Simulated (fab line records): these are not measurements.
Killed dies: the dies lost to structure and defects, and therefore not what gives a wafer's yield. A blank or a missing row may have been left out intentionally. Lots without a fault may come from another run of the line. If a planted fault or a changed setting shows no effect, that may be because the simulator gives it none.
Commonality check across tools	flow n5_finfet	Lots sampled 8, wafers sampled 24

== WHY THIS WAS OPENED ==
Flagged at N5_STI_FIN_REVEAL_FIN_H_MEAS_10: reading trench_depth_nm, on 3 of 8 lots. Wafers without a fault read 52.0 nm, standard deviation 0.7.
Rule: a lot gets a flag if all its wafers with a number sit over 4 standard deviations from that mean, or if no wafer of it has a number. The rest of the lots are taken to be sound.

lot	measured	on	trench_depth_nm (nm), wafer by wafer	flag
L218	day 3 09:25	ocd-01	50.6 50.6 50.8	
L225	day 5 04:53	ocd-02	51.7 52.3 52.2	
L228	day 5 21:01	ocd-01	52.8 52.4 52.5	
L229	day 6 02:24	ocd-01	21.6 21.7 21.6	FLAGGED
L230	day 6 06:59	ocd-01	22.1 21.8 21.3	FLAGGED
L231	day 6 12:55	ocd-02	20.9 21.0 21.6	FLAGGED
L237	day 8 01:26	ocd-02	52.4 51.8 52.3	
L238	day 8 08:01	ocd-02	51.4 52.1 51.6	
On average the flagged lots' numbers are 21.5 nm, which is -30.5 nm against the usual, or -44 standard deviations.

== WHICH TOOL EACH LOT WENT THROUGH ==
Before the reading, the record contains 4 process steps out of a 1938-step route. Cell contents, in order: the tool; ch with the chambers the sampled wafers went through; the start.
lot	flag	N5_FIN_CUT_STRIP_24	N5_FIN_CUT_CUT_ETCH_27	N5_FIN_CUT_CUT_ETCH_15	N5_STI_FIN_REVEAL_ETCHBACK_08
L218		rie_diel-02 ch 0,1, day 3 00:14	rie_diel-02 ch 0,1, day 3 00:19	rie_si-02 ch 0,1, day 3 00:28	rie_diel-06 ch 2,3, day 3 06:28
L225		rie_diel-03 ch 0,1, day 4 18:29	rie_diel-03 ch 0,1, day 4 18:34	rie_si-05 ch 0,2, day 4 18:53	rie_diel-05 ch 1,2, day 5 01:55
L228		rie_diel-03 ch 0,1,2, day 5 11:39	rie_diel-03 ch 0,1,2, day 5 11:43	rie_si-02 ch 1,2, day 5 11:52	rie_diel-01 ch 0,1,2, day 5 18:04
L229	FLAGGED	rie_diel-03 ch 0,2, day 5 16:54	rie_diel-03 ch 0,2, day 5 16:58	rie_si-05 ch 0,2, day 5 17:07	rie_diel-01 ch 1,3, day 5 23:26
L230	FLAGGED	rie_diel-04 ch 0,1,2, day 5 21:40	rie_diel-04 ch 0,1,2, day 5 21:45	rie_si-02 ch 0,2,3, day 5 21:52	rie_diel-06 ch 2,3, day 6 04:01
L231	FLAGGED	rie_diel-04 ch 0,1,2, day 6 03:36	rie_diel-04 ch 0,1,2, day 6 03:40	rie_si-05 ch 0,1,2, day 6 03:49	rie_diel-05 ch 0,1,3, day 6 09:58
L237		rie_diel-04 ch 0,2, day 7 16:18	rie_diel-04 ch 0,2, day 7 16:22	rie_si-06 ch 1,3, day 7 16:31	rie_diel-01 ch 0,2, day 7 22:29
L238		rie_diel-03 ch 0,1,2, day 7 22:07	rie_diel-03 ch 0,1,2, day 7 22:10	rie_si-02 ch 0,3, day 7 22:19	rie_diel-06 ch 1,2, day 8 05:03
These steps, and what they do:
- N5_FIN_CUT_STRIP_24: strips in CF4.
- N5_FIN_CUT_CUT_ETCH_27: etches SiO2 in CHF3/O2, target depth 4 nm, overetch 2 nm, time 4.9 s.
- N5_FIN_CUT_CUT_ETCH_15: etches Si in HBr/Cl2/O2, target depth 100 nm, bt time 10 s, time 42.4 s.
- N5_STI_FIN_REVEAL_ETCHBACK_08: etches SiO2 in C4F6/O2, target depth 30.5 nm, time 10.167 s.
- N5_STI_FIN_REVEAL_FIN_H_MEAS_10

== FLAGGED AGAINST TOTAL, ONE TOOL AT A TIME (gauges that did the reading follow at the end) ==
step	tool	lots run	flagged	share of the flagged lots	sound lots run after its first flagged lot
N5_FIN_CUT_STRIP_24	rie_diel-02	1	0	none	-
N5_FIN_CUT_STRIP_24	rie_diel-03	4	1	some	1 (L238)
N5_FIN_CUT_STRIP_24	rie_diel-04	3	2	some	1 (L237)
N5_FIN_CUT_CUT_ETCH_27	rie_diel-02	1	0	none	-
N5_FIN_CUT_CUT_ETCH_27	rie_diel-03	4	1	some	1 (L238)
N5_FIN_CUT_CUT_ETCH_27	rie_diel-04	3	2	some	1 (L237)
N5_FIN_CUT_CUT_ETCH_15	rie_si-02	4	1	some	1 (L238)
N5_FIN_CUT_CUT_ETCH_15	rie_si-05	3	2	some	0
N5_FIN_CUT_CUT_ETCH_15	rie_si-06	1	0	none	-
N5_STI_FIN_REVEAL_ETCHBACK_08	rie_diel-01	3	1	some	1 (L237)
N5_STI_FIN_REVEAL_ETCHBACK_08	rie_diel-05	2	1	some	0
N5_STI_FIN_REVEAL_ETCHBACK_08	rie_diel-06	3	1	some	1 (L238)
N5_STI_FIN_REVEAL_FIN_H_MEAS_10	ocd-01	4	2	some	0
N5_STI_FIN_REVEAL_FIN_H_MEAS_10	ocd-02	4	1	some	2 (L237,L238)

== THE TABLE: WHAT IT ALLOWS ==
No row of the table ran every flagged lot.

== WHAT THE SIMULATOR HAD INSERTED ==
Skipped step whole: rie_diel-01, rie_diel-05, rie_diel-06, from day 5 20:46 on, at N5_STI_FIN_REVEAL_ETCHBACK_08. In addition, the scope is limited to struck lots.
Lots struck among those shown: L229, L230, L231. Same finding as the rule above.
